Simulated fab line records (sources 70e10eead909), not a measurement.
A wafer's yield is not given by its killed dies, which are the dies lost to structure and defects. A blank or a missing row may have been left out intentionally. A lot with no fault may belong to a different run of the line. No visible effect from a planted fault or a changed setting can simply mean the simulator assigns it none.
Which of the tools did it?	flow nand harc	72 wafers from 24 lots sampled at 6 of the route's 1159 steps

== WHAT EACH GAUGE READ, for each wafer ==
No reading from a measuring or inspecting step in the record can be judged against a usual standard deviation.

== WHAT TOOL EACH LOT RAN ON (gives the tool, then ch and the chambers of the sampled wafers, and finally the start) ==
lot	NHARC_A_STAIRCASE_ETCH_15	NHARC_A_STAIRCASE_TRIM_16	NHARC_A_STAIRCASE_TRIM_26	NHARC_A_STAIRCASE_ETCHBACK_416	NHARC_A_STAIRCASE_DEP_151	NHARC_A_STAIRCASE_STRIP_446
L074	rie diel-11 ch 0,1,2, day 12 03:41 or earlier	rie diel-11 ch 0,1,3, day 12 03:41 or earlier	rie diel-11 ch 0,2,3, day 12 03:41 or earlier	rie diel-11 ch 0,1,3, day 12 03:41	pecvd-03 ch 0,1,2, day 12 15:55	plasma asher-01 ch 0,1, day 13 20:35
L075	rie diel-07 ch 0,3, day 12 07:29 or earlier	rie diel-07 ch 0,2, day 12 07:29 or earlier	rie diel-07 ch 0,1, day 12 07:29 or earlier	rie diel-03 ch 2,3, day 12 07:29	pecvd-04 ch 0,1, day 12 20:11	plasma asher-02 ch 0,1, day 13 20:26
L076	rie diel-03 ch 0,1,3, day 12 20:11 or earlier	rie diel-03 ch 0,1,2, day 12 20:11 or earlier	rie diel-11 ch 0,1,2, day 12 20:11 or earlier	rie diel-07 ch 0,1,2, day 12 20:11 or earlier	pecvd-03 ch 0,1,2, day 12 20:11	plasma asher-02 ch 0,1, day 13 21:54
L077	rie diel-07 ch 0,2,3, day 12 23:54 or earlier	rie diel-07 ch 0,2, day 12 23:54 or earlier	rie diel-11 ch 2,3, day 12 23:54 or earlier	rie diel-03 ch 1,3, day 12 23:54 or earlier	pecvd-03 ch 0,1,2, day 12 23:54	plasma asher-01 ch 0,1, day 14 00:32
L079	rie diel-03 ch 1,2, day 13 15:30 or earlier	rie diel-03 ch 0,3, day 13 15:30 or earlier	rie diel-11 ch 0,1,3, day 13 15:30 or earlier	rie diel-03 ch 0,1,3, day 13 15:30 or earlier	pecvd-01 ch 0,1, day 13 15:30	plasma asher-01 ch 0,1, day 14 17:47
L080	rie diel-11 ch 0,2,3, day 13 15:52 or earlier	rie diel-11 ch 0,1,3, day 13 15:52 or earlier	rie diel-11 ch 0,2,3, day 13 15:52 or earlier	rie diel-03 ch 1,3, day 13 15:52 or earlier	pecvd-01 ch 0,1,2, day 13 15:52	plasma asher-02 ch 0,1, day 14 19:08
L078	rie diel-07 ch 0,2,3, day 13 15:17 or earlier	rie diel-07 ch 1,2, day 13 15:17 or earlier	rie diel-07 ch 1,3, day 13 15:17 or earlier	rie diel-11 ch 0,2, day 13 15:17 or earlier	pecvd-04 ch 0,1, day 13 15:17	plasma asher-02 ch 0,1, day 14 18:04
L081	rie diel-03 ch 0,2,3, day 13 19:29 or earlier	rie diel-03 ch 0,3, day 13 19:29 or earlier	rie diel-03 ch 1,2,3, day 13 19:29 or earlier	rie diel-11 ch 2,3, day 13 19:29 or earlier	pecvd-04 ch 0,1, day 13 19:29	plasma asher-01 ch 0,1, day 15 00:16
L082	rie diel-07 ch 1,2,3, day 14 13:40 or earlier	rie diel-07 ch 1,2, day 14 13:40 or earlier	rie diel-07 ch 0,1,2, day 14 13:40 or earlier	rie diel-11 ch 0,1, day 14 13:40 or earlier	pecvd-03 ch 0,1, day 14 13:40	plasma asher-02 ch 0,1, day 15 17:32
L083	rie diel-11 ch 0,1, day 14 13:46 or earlier	rie diel-11 ch 0,1,3, day 14 13:46 or earlier	rie diel-07 ch 0,1,2, day 14 13:46 or earlier	rie diel-07 ch 1,2,3, day 14 13:46 or earlier	pecvd-04 ch 0,1, day 14 13:46	plasma asher-02 ch 0,1, day 15 19:00
L084	rie diel-11 ch 0,1,2, day 15 10:07 or earlier	rie diel-11 ch 0,1, day 15 10:07 or earlier	rie diel-07 ch 0,2,3, day 15 10:07 or earlier	rie diel-11 ch 0,1,3, day 15 10:07 or earlier	pecvd-04 ch 0,2, day 15 10:07	plasma asher-01 ch 0,1, day 16 17:35
L085	rie diel-03 ch 0,3, day 15 00:28 or earlier	rie diel-03 ch 3, day 15 00:28 or earlier	rie diel-11 ch 0,1,3, day 15 00:28 or earlier	rie diel-03 ch 0,1,3, day 15 00:28	pecvd-01 ch 0,1,2, day 15 12:52	plasma asher-02 ch 0,1, day 16 18:53
L087	rie diel-11 ch 0,1,3, day 15 13:02 or earlier	rie diel-11 ch 1,2, day 15 13:02 or earlier	rie diel-07 ch 0,3, day 15 13:02 or earlier	rie diel-11 ch 0,1, day 15 13:02 or earlier	pecvd-03 ch 0,1,2, day 15 13:02	plasma asher-01 ch 0,1, day 16 15:59
L086	rie diel-07 ch 0,1,2, day 15 03:41 or earlier	rie diel-07 ch 0,1,3, day 15 03:41 or earlier	rie diel-07 ch 0,1,2, day 15 03:41 or earlier	rie diel-03 ch 1,2,3, day 15 03:41	pecvd-04 ch 0,2, day 15 12:52	plasma asher-02 ch 0,1, day 16 15:45
L089	rie diel-07 ch 1,2, day 16 15:13 or earlier	rie diel-07 ch 0,1,3, day 16 15:13 or earlier	rie diel-11 ch 0,2,3, day 16 15:13 or earlier	rie diel-03 ch 1,2,3, day 16 15:13 or earlier	pecvd-01 ch 0,2, day 16 15:13	plasma asher-01 ch 0,1, day 17 18:28
L088	rie diel-03 ch 0,3, day 16 15:19 or earlier	rie diel-03 ch 0,1,2, day 16 15:19 or earlier	rie diel-11 ch 0,3, day 16 15:19 or earlier	rie diel-11 ch 1,2, day 16 15:19 or earlier	pecvd-04 ch 0,1,2, day 16 15:19	plasma asher-02 ch 0,1, day 17 18:35
L091	rie diel-07 ch 0,1,2, day 16 18:43 or earlier	rie diel-07 ch 1,2,3, day 16 18:43 or earlier	rie diel-07 ch 1,2,3, day 16 18:43 or earlier	rie diel-07 ch 0,2,3, day 16 18:43 or earlier	pecvd-03 ch 1,2, day 16 18:43	plasma asher-01 ch 0,1, day 18 05:02
L093	rie diel-03 ch 0,2, day 16 18:43 or earlier	rie diel-03 ch 0,1, day 16 18:43 or earlier	rie diel-03 ch 1,2, day 16 18:43 or earlier	rie diel-03 ch 0,2,3, day 16 18:43 or earlier	pecvd-01 ch 0,1, day 16 18:43	plasma asher-01 ch 0,1, day 18 00:22
L092	rie diel-11 ch 0,2,3, day 17 01:04 or earlier	rie diel-11 ch 1,2,3, day 17 01:04 or earlier	rie diel-11 ch 1,2,3, day 17 01:04 or earlier	rie diel-07 ch 0,1,3, day 17 01:04 or earlier	pecvd-01 ch 0,1, day 17 01:04	plasma asher-02 ch 0,1, day 18 01:08
L090	rie diel-07 ch 0,2, day 17 01:22 or earlier	rie diel-07 ch 0,1,2, day 17 01:22 or earlier	rie diel-07 ch 1,2,3, day 17 01:22 or earlier	rie diel-03 ch 0,3, day 17 01:22 or earlier	pecvd-03 ch 0,1,2, day 17 01:22	plasma asher-02 ch 0,1, day 18 03:08
L094	rie diel-03 ch 0,3, day 17 11:40 or earlier	rie diel-03 ch 0,3, day 17 11:40 or earlier	rie diel-11 ch 0,1,3, day 17 11:40 or earlier	rie diel-03 ch 0,1,3, day 17 11:40 or earlier	pecvd-01 ch 0,1, day 17 11:40	plasma asher-02 ch 0,1, day 18 20:27
L096	rie diel-03 ch 2,3, day 18 06:06 or earlier	rie diel-03 ch 0,2,3, day 18 06:06 or earlier	rie diel-03 ch 0,2,3, day 18 06:06 or earlier	rie diel-03 ch 2,3, day 18 06:06 or earlier	pecvd-01 ch 0,1,2, day 18 06:06	plasma asher-02 ch 0,1, day 19 09:28
L095	rie diel-07 ch 0,1,3, day 18 05:55 or earlier	rie diel-07 ch 1,2,3, day 18 05:55 or earlier	rie diel-07 ch 0,1,3, day 18 05:55 or earlier	rie diel-07 ch 0,1,2, day 18 05:55 or earlier	pecvd-03 ch 1,2, day 18 05:55	plasma asher-02 ch 0,1, day 19 09:48
L097	rie diel-07 ch 0,2,3, day 18 12:13 or earlier	rie diel-07 ch 1,2,3, day 18 12:13 or earlier	rie diel-11 ch 0,1,3, day 18 12:13 or earlier	rie diel-11 ch 0,1,2, day 18 12:13 or earlier	pecvd-04 ch 0,1,2, day 18 12:13	plasma asher-02 ch 0,1, day 19 16:19
- NHARC_A_STAIRCASE_ETCH_15: etches the open film in C4F8/O2, target depth 100 nm, time 40.5 s.
- NHARC_A_STAIRCASE_TRIM_16: chemistry O2, time 211.2 s.
- NHARC_A_STAIRCASE_TRIM_26: chemistry O2, time 211.2 s.
- NHARC_A_STAIRCASE_ETCHBACK_416: etches the open film in C4F8/O2/Ar, target depth 36 nm, time 7.2 s.
- NHARC_A_STAIRCASE_DEP_151: deposits SiO2, target thk 3800 nm.
- NHARC_A_STAIRCASE_STRIP_446: strips in O2.

== AS READ BY THE TOOLS THEMSELVES (means over the sampled wafers that have a number; for cases with no such wafer, the mark the record gives instead) ==
NHARC_A_STAIRCASE_ETCH_15. Usual: bias w 1000 W, standard deviation 3.1; oes product au 0.941 a.u., standard deviation 0.014; rf vpp V 897 V, standard deviation 3.9.
lot	tool	bias w (W)	oes product au (a.u.)	rf vpp V (V)	flag
L074	rie diel-11	999	0.948	894	
L075	rie diel-07	999	0.943	898	
L076	rie diel-03	999	0.940	899	
L077	rie diel-07	1000	0.933	897	
L079	rie diel-03	1000	0.926	902	
L080	rie diel-11	998	0.923	891	
L078	rie diel-07	1004	0.945	896	
L081	rie diel-03	999	0.945	900	
L082	rie diel-07	1000	0.940	895	
L083	rie diel-11	998	0.929	896	
L084	rie diel-11	999	0.939	894	
L085	rie diel-03	1004	0.958	899	
L087	rie diel-11	1001	0.915	895	
L086	rie diel-07	997	0.929	895	
L089	rie diel-07	1003	0.952	894	
L088	rie diel-03	1003	0.945	898	
L091	rie diel-07	998	0.949	895	
L093	rie diel-03	999	0.952	903	
L092	rie diel-11	1000	0.933	890	
L090	rie diel-07	998	0.937	894	
L094	rie diel-03	1000	0.956	896	
L096	rie diel-03	999	0.931	899	
L095	rie diel-07	999	0.946	896	
L097	rie diel-07	1002	0.932	896	

NHARC_A_STAIRCASE_TRIM_16. Usual: drypump motor current A 5.9 A, standard deviation 0.59; oes product au 1.003 a.u., standard deviation 0.013; rf vpp V 57.8 V, standard deviation 0.88; showerhead plenum p Torr 3.54 Torr, standard deviation 0.1; throttle valve pct 17.036 %, standard deviation 0.0092.
lot	tool	drypump motor current A (A)	oes product au (a.u.)	rf vpp V (V)	showerhead plenum p Torr (Torr)	throttle valve pct (%)	flag
L074	rie diel-11	6.0	0.987	58.0	3.51	17.043	
L075	rie diel-07	5.9	0.995	57.8	3.51	17.046	
L076	rie diel-03	5.4	1.004	58.0	3.68	17.033	
L077	rie diel-07	5.6	1.013	58.7	3.57	17.037	
L079	rie diel-03	6.0	1.011	58.2	3.62	17.039	
L080	rie diel-11	6.0	0.993	58.3	3.50	17.028	
L078	rie diel-07	6.3	1.012	57.1	3.48	17.038	
L081	rie diel-03	6.0	1.014	58.4	3.61	17.039	
L082	rie diel-07	6.5	0.998	57.8	3.49	17.034	
L083	rie diel-11	6.0	0.994	57.6	3.50	17.025	
L084	rie diel-11	6.3	0.991	58.1	3.52	17.035	
L085	rie diel-03	6.8	1.015	57.6	3.49	17.035	
L087	rie diel-11	5.9	1.007	57.3	3.42	17.030	
L086	rie diel-07	5.7	1.002	58.1	3.55	17.030	
L089	rie diel-07	5.7	1.001	57.7	3.55	17.035	
L088	rie diel-03	5.4	1.007	58.3	3.66	17.041	
L091	rie diel-07	6.0	1.002	57.6	3.49	17.032	
L093	rie diel-03	5.1	1.004	57.5	3.63	17.026	
L092	rie diel-11	5.8	0.999	58.0	3.44	17.033	
L090	rie diel-07	6.1	1.012	57.2	3.51	17.032	
L094	rie diel-03	6.4	1.021	58.0	3.53	17.036	
L096	rie diel-03	6.0	1.009	57.8	3.61	17.040	
L095	rie diel-07	6.0	1.009	57.5	3.49	17.038	
L097	rie diel-07	6.0	1.001	56.7	3.49	17.024	

NHARC_A_STAIRCASE_TRIM_26. Usual: drypump motor current A 5.8 A, standard deviation 0.54; oes product au 0.999 a.u., standard deviation 0.012; rf vpp V 57.8 V, standard deviation 0.91; showerhead plenum p Torr 3.50 Torr, standard deviation 0.1; throttle valve pct 17.037 %, standard deviation 0.0087.
lot	tool	drypump motor current A (A)	oes product au (a.u.)	rf vpp V (V)	showerhead plenum p Torr (Torr)	throttle valve pct (%)	flag
L074	rie diel-11	5.7	0.994	57.8	3.41	17.030	
L075	rie diel-07	6.2	1.017	58.4	3.55	17.031	
L076	rie diel-11	6.0	1.000	57.8	3.48	17.036	
L077	rie diel-11	5.5	1.010	58.0	3.36	17.035	
L079	rie diel-11	6.0	0.993	58.2	3.50	17.043	
L080	rie diel-11	5.7	0.996	57.4	3.41	17.034	
L078	rie diel-07	6.2	1.006	58.5	3.52	17.035	
L081	rie diel-03	5.8	1.002	58.5	3.61	17.040	
L082	rie diel-07	6.1	1.013	56.8	3.52	17.036	
L083	rie diel-07	6.1	1.015	57.2	3.52	17.035	
L084	rie diel-07	5.5	0.996	57.4	3.53	17.044	
L085	rie diel-11	6.0	0.991	58.2	3.50	17.033	
L087	rie diel-07	5.3	0.997	58.1	3.58	17.037	
L086	rie diel-07	6.1	1.008	57.5	3.52	17.036	
L089	rie diel-11	5.7	0.993	57.9	3.39	17.030	
L088	rie diel-11	5.7	0.985	58.2	3.42	17.042	
L091	rie diel-07	6.0	1.000	57.6	3.49	17.025	
L093	rie diel-03	5.4	1.000	58.5	3.67	17.041	
L092	rie diel-11	5.8	0.992	57.8	3.44	17.039	
L090	rie diel-07	6.0	0.993	58.3	3.49	17.038	
L094	rie diel-11	6.0	0.989	57.8	3.48	17.037	
L096	rie diel-03	6.0	1.006	57.3	3.61	17.034	
L095	rie diel-07	5.7	1.002	57.6	3.54	17.031	
L097	rie diel-11	6.0	0.992	57.0	3.48	17.035	

NHARC_A_STAIRCASE_ETCHBACK_416. Usual: bias w 799.5 W, standard deviation 2.2; oes product au 0.95 a.u., standard deviation 0.038; rf vpp V 724 V, standard deviation 3.4.
lot	tool	bias w (W)	oes product au (a.u.)	rf vpp V (V)	flag
L074	rie diel-11	800.8	0.92	722	
L075	rie diel-03	799.4	0.92	726	
L076	rie diel-07	798.9	0.93	723	
L077	rie diel-03	798.5	0.94	723	
L079	rie diel-03	798.7	0.93	725	
L080	rie diel-03	799.5	1.00	726	
L078	rie diel-11	801.1	1.00	720	
L081	rie diel-11	799.1	0.92	719	
L082	rie diel-11	798.4	0.92	724	
L083	rie diel-07	799.0	0.92	723	
L084	rie diel-11	799.2	0.92	722	
L085	rie diel-03	802.2	0.93	725	
L087	rie diel-11	799.3	0.99	724	
L086	rie diel-03	800.4	1.01	725	
L089	rie diel-03	799.1	1.00	726	
L088	rie diel-11	798.4	0.93	723	
L091	rie diel-07	798.7	0.92	723	
L093	rie diel-03	799.9	1.01	725	
L092	rie diel-07	800.4	0.93	723	
L090	rie diel-03	798.4	0.94	723	
L094	rie diel-03	799.2	0.93	725	
L096	rie diel-03	799.7	1.00	726	
L095	rie diel-07	799.4	1.01	723	
L097	rie diel-11	800.7	0.92	721	

NHARC_A_STAIRCASE_DEP_151. Usual: heater power w 658 W, standard deviation 91; mfc precursor sccm 200.0 sccm, standard deviation 0.64.
lot	tool	heater power w (W)	mfc precursor sccm (sccm)	flag
L074	pecvd-03	731	200.2	
L075	pecvd-04	543	199.7	
L076	pecvd-03	724	199.8	
L077	pecvd-03	676	200.7	
L079	pecvd-01	686	200.6	
L080	pecvd-01	715	199.9	
L078	pecvd-04	566	199.4	
L081	pecvd-04	543	199.8	
L082	pecvd-03	672	200.2	
L083	pecvd-04	577	199.5	
L084	pecvd-04	577	200.3	
L085	pecvd-01	712	199.7	
L087	pecvd-03	653	199.7	
L086	pecvd-04	606	200.1	
L089	pecvd-01	723	200.4	
L088	pecvd-04	608	200.0	
L091	pecvd-03	664	200.5	
L093	pecvd-01	714	200.1	
L092	pecvd-01	699	200.3	
L090	pecvd-03	623	200.9	
L094	pecvd-01	705	199.4	
L096	pecvd-01	659	200.2	
L095	pecvd-03	698	199.8	
L097	pecvd-04	696	199.3	

NHARC_A_STAIRCASE_STRIP_446. Usual: drypump motor current A 5.80 A, standard deviation 0.25; heater power w 330 W, standard deviation 33.
lot	tool	drypump motor current A (A)	heater power w (W)	flag
L074	plasma asher-01	5.74	340	
L075	plasma asher-02	5.71	332	
L076	plasma asher-02	5.83	343	
L077	plasma asher-01	5.73	342	
L079	plasma asher-01	5.72	341	
L080	plasma asher-02	5.71	339	
L078	plasma asher-02	5.69	339	
L081	plasma asher-01	5.94	303	
L082	plasma asher-02	5.70	338	
L083	plasma asher-02	5.71	342	
L084	plasma asher-01	5.74	339	
L085	plasma asher-02	5.70	332	
L087	plasma asher-01	5.74	342	
L086	plasma asher-02	5.82	337	
L089	plasma asher-01	5.77	339	
L088	plasma asher-02	5.83	335	
L091	plasma asher-01	5.94	311	
L093	plasma asher-01	5.95	304	
L092	plasma asher-02	5.83	332	
L090	plasma asher-02	5.72	327	
L094	plasma asher-02	5.75	327	
L096	plasma asher-02	5.70	323	
L095	plasma asher-02	5.82	334	
L097	plasma asher-02	5.70	327	

== THE ANSWER, worked out from the rows above alone ==
Rule: take the mean of a lot's wafers that have a number; if it is more than 3 standard deviations from the usual mean, the lot is off. Also off: a lot with no number at a reading for which 4 or more lots have one. Any other lot the step has rows for is counted as sound. The gauges are gone through in route order, then the tools' own readings, and for those a lot's mean is taken as printed above. The first step at which some lot is off is used, and at that step the reading that is off furthest; a lot without a number counts as furthest.
Nothing can be told from this: no lot is off at any reading shown.

== WHAT THE SIMULATOR PUT IN ==
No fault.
